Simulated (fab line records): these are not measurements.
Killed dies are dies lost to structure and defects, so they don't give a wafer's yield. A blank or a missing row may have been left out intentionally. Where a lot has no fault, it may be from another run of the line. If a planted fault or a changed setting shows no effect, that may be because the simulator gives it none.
Struck lot and sound lot, side by side + flow n5_finfet + 35 steps out of a route of 1938
Sound: these wafers, L163.1, L163.2, L163.5. Struck: wafers L164.1, L164.2, L164.5. The cause is named last.
Order at every step that has rows: each side's tool, ch and its chambers, its first start. Under that, the readings that differ: sound wafers + struck wafers + difference of the means + sigmas: that difference in standard deviations of wafers without a fault.
alike: readings with means less than 2 such deviations apart, plus words and numbers identical on both sides. not compared: withheld readings, readings lacking a value on some wafer, bounds such as >300 that could conceal the same value, and numbers that have no deviation in the record and whose values overlap.
A row with sigmas, a row that says differs or no value, or rows on one side alone: a step with any of these is where the two part. When numbers do not overlap yet have no deviation, they are printed without sigmas and do not part them. A reading that every wafer of one side lacks parts them only if that side has two wafers or more.

first, 10 steps without rows for these wafers: N5_BEOL_M5_ILD_DEP_00 (deposits SiCOH lowk from DEMS/porogen, target thk 140.64 nm, time 25.9 s); N5_BEOL_M5_CURE_79 (cures SiCOH lowk, time 240 s); N5_BEOL_M5_PECVD_70 (deposits SiO2 from TEOS/O2, target thk 16 nm, time 18 s); N5_BEOL_M5_HM_DEP_02 (deposits TiN, target thk 20 nm); N5_BEOL_M5_COAT_59 (time 60 s, resist thk 60 nm); N5_BEOL_M5_COAT_60 (time 60 s, resist thk 12 nm); N5_BEOL_M5_COAT_71 (time 60 s, resist thk 5 nm); N5_BEOL_M5_COAT_05 (resist thk 30 nm); N5_BEOL_M5_EBR_07; N5_BEOL_M5_SOFTBAKE_06 (time 60 s).
N5_BEOL_M5_EXPOSE_08: exposes mask M5, target cd 28 nm.
  sound on euv_scanner-01 ch 0, day 8 01:23; struck on euv_scanner-01 ch 0, day 8 20:47
| reading              | sound             | struck            | difference | sigmas |
|----------------------|-------------------|-------------------|------------|--------|
| exposure_dose_mJ_cm2 | 35.71 35.72 35.66 | 36.61 36.60 36.53 | +0.88      | +18    |
  alike: mask
then, 2 steps without rows for these wafers: N5_BEOL_M5_PEB_09 (peb time 60 s); N5_BEOL_M5_DEVELOP_10 (develop time 30 s).
N5_BEOL_M5_DESCUM_16: chemistry O2, time 7 s.
  sound on rie_diel-04 ch 1,3, day 8 01:39; struck on rie_diel-05 ch 1,2,3, day 8 21:17
  alike: drypump_motor_current_A, o2_flow_sccm, oes_product_au, rf_vpp_V, showerhead_plenum_p_Torr, throttle_valve_pct
  not compared: rf_hours_counter_h, model.BEOL_M5.cd_nm
then, 19 steps without rows for these wafers: N5_BEOL_M5_ETCH_72 (etches underlayer in N2/H2, target depth 6.5 nm, time 5.2 s); N5_BEOL_M5_ETCH_61 (etches SiARC in CF4, target depth 15.6 nm, time 26 s); N5_BEOL_M5_ETCH_62 (etches SOC in N2/H2, target depth 75 nm, overetch 15 nm, time 112.5 s); N5_BEOL_M5_STRIP_63 (strips in N2/H2); N5_BEOL_M5_STRIP_73 (strips in N2/H2); N5_BEOL_M5_STRIP_64 (strips in CF4); N5_BEOL_M5_HM_OPEN_17 (chemistry Cl2/BCl3, target TiN, target depth 20 nm, overetch 6 nm); N5_BEOL_M5_STRIP_19 (strips in O2); N5_BEOL_M5_COAT_65 (time 60 s, resist thk 60 nm); N5_BEOL_M5_COAT_66 (time 60 s, resist thk 12 nm); N5_BEOL_M5_COAT_74 (time 60 s, resist thk 5 nm); N5_BEOL_M5_COAT_22 (resist thk 30 nm); N5_BEOL_M5_EBR_24; N5_BEOL_M5_SOFTBAKE_23 (time 60 s); N5_BEOL_M5_EXPOSE_25 (exposes mask V4, defocus 10 nm); N5_BEOL_M5_PEB_26 (peb time 60 s); N5_BEOL_M5_DEVELOP_27 (develop time 30 s); N5_BEOL_M5_DESCUM_33 (chemistry O2, time 7 s); N5_BEOL_M5_ETCH_75 (etches underlayer in N2/H2, target depth 6.5 nm, time 5.2 s).
N5_BEOL_M5_ETCH_41: etches SiCN in CH3F/O2, target depth 31.5 nm, time 56.7 s.
  sound: rie_diel-02 ch 0,3; struck: rie_diel-02 ch 0,1
  alike: drypump_motor_current_A, oes_product_au, rf_vpp_V, showerhead_plenum_p_Torr, throttle_valve_pct
  not compared: rf_hours_counter_h, model.BEOL_M5.cd_nm
-- here the record skips 4 days between the struck wafers' starts before and after, leaving off in module BEOL_M5 and picking up in module PASSIVATION (first step shown: number 1936 of the route) --
N5_PASSIVATION_PROBE_49:
  struck on prober-01, day 13 00:20; sound on prober-01, day 12 02:26
  alike: defect_limited_yield, killed_at_M0_to_M3, killed_at_M4_up, killed_at_contacts, killed_at_front_end, killed_at_other, killed_dies, killed_open, killed_short, sort_bin_5_function, sort_bin_6_memory, sort_n_pass, sort_yield_pct

## WHERE THEY PART
Only at N5_BEOL_M5_EXPOSE_08, as far as this record shows. Later steps at which nothing parts them and some readings are alike: N5_BEOL_M5_DESCUM_16, N5_BEOL_M5_ETCH_41, N5_PASSIVATION_PROBE_49.

WHY: whatever the simulator had introduced
Process parameter drift: euv_scanner-01, from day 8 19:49 on, at N5_BEOL_M5_EXPOSE_08. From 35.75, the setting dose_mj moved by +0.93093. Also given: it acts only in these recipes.
